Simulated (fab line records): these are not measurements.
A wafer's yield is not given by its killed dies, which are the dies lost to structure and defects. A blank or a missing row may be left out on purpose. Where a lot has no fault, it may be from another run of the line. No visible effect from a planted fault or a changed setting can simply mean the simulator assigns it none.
The same fault as seen by 2 desks || flow n5 finfet || what lay behind the numbers comes last; until then each desk has only its own

## THE TOOL OWNER'S DESK: ald metal-01
The tool's own readings at N5_BEOL_M4_ALD_84 (deposits TaN, pulse time 2 s, purge time 3 s, co reactant purge time 2 s): means of the sampled wafers that have a number, for each lot that ran on this tool. The brackets show how far a lot's mean lies from the usual mean; more than 4 standard deviations puts the lot out of limits, marked OUT.
Columns: A = heater power w at N5_BEOL_M4_ALD_84, usual 408 W
{"lot": "L164", "first seen here": "day 9 12:59", "A": 393}
{"lot": "L172", "first seen here": "day 11 21:38", "A": 460}
{"lot": "L175", "first seen here": "day 12 03:00", "A": 421}
Result from this desk: across the 3 lots, nothing is out of limits.

## FROM THE METROLOGY DESK
What the gauges read, lot by lot, whatever tool the lot ran on: means of the sampled wafers that have a number. The brackets show how far a lot's mean lies from the usual mean; more than 4 standard deviations puts the lot out of limits, marked OUT. Shown here are 7 of its 12 readings, the ones lying furthest out on some lot.
Columns: A = trench depth nm at N5_BEOL_M4_OCD_MEAS_38, usual 55.3 nm; B = cd nm at N5_BEOL_M4_CD_MEAS_35, usual 18.0 nm; C = DIBL_P at N5_BEOL_M4_RC_MEAS_101, usual 36.0 mV/V; D = ION_N at N5_BEOL_M4_RC_MEAS_101, usual 678 uA/um; E = ION_P at N5_BEOL_M4_RC_MEAS_101, usual 464 uA/um; F = SS_N at N5_BEOL_M4_RC_MEAS_101, usual 71.5 mV/dec; G = VT_P at N5_BEOL_M4_RC_MEAS_101, usual -250 mV
{"lot": "L159", "first seen here": "day 8 04:07", "A": 56.5, "B": 17.8, "C": 35.1, "D": 682, "E": 460, "F": 71.8, "G": -252}
{"lot": "L164", "first seen here": "day 9 12:14", "A": 55.1, "B": 17.4, "C": 37.0, "D": 697, "E": 471, "F": 71.9, "G": -250}
{"lot": "L172", "first seen here": "day 11 20:37", "A": 55.9, "B": 18.4, "C": 36.5, "D": 690, "E": 474, "F": 71.5, "G": -246}
{"lot": "L175", "first seen here": "day 12 02:11", "A": 55.9, "B": 17.7, "C": 33.5, "D": 666, "E": 455, "F": 70.6, "G": -253}
{"lot": "L176", "first seen here": "day 12 12:29", "A": 54.6, "B": 17.9, "C": 37.0, "D": 669, "E": 465, "F": 71.5, "G": -250}
{"lot": "L177", "first seen here": "day 12 12:40", "A": 55.5, "B": 18.1, "C": 36.7, "D": 680, "E": 466, "F": 71.5, "G": -252}
Result from this desk: across the 6 lots, nothing is out of limits.

## PUT TOGETHER
The desk of the tool owner found nothing out of limits.
At the metrology desk, nothing out of limits was observed.

## WHAT THE SIMULATOR HAD PUT IN
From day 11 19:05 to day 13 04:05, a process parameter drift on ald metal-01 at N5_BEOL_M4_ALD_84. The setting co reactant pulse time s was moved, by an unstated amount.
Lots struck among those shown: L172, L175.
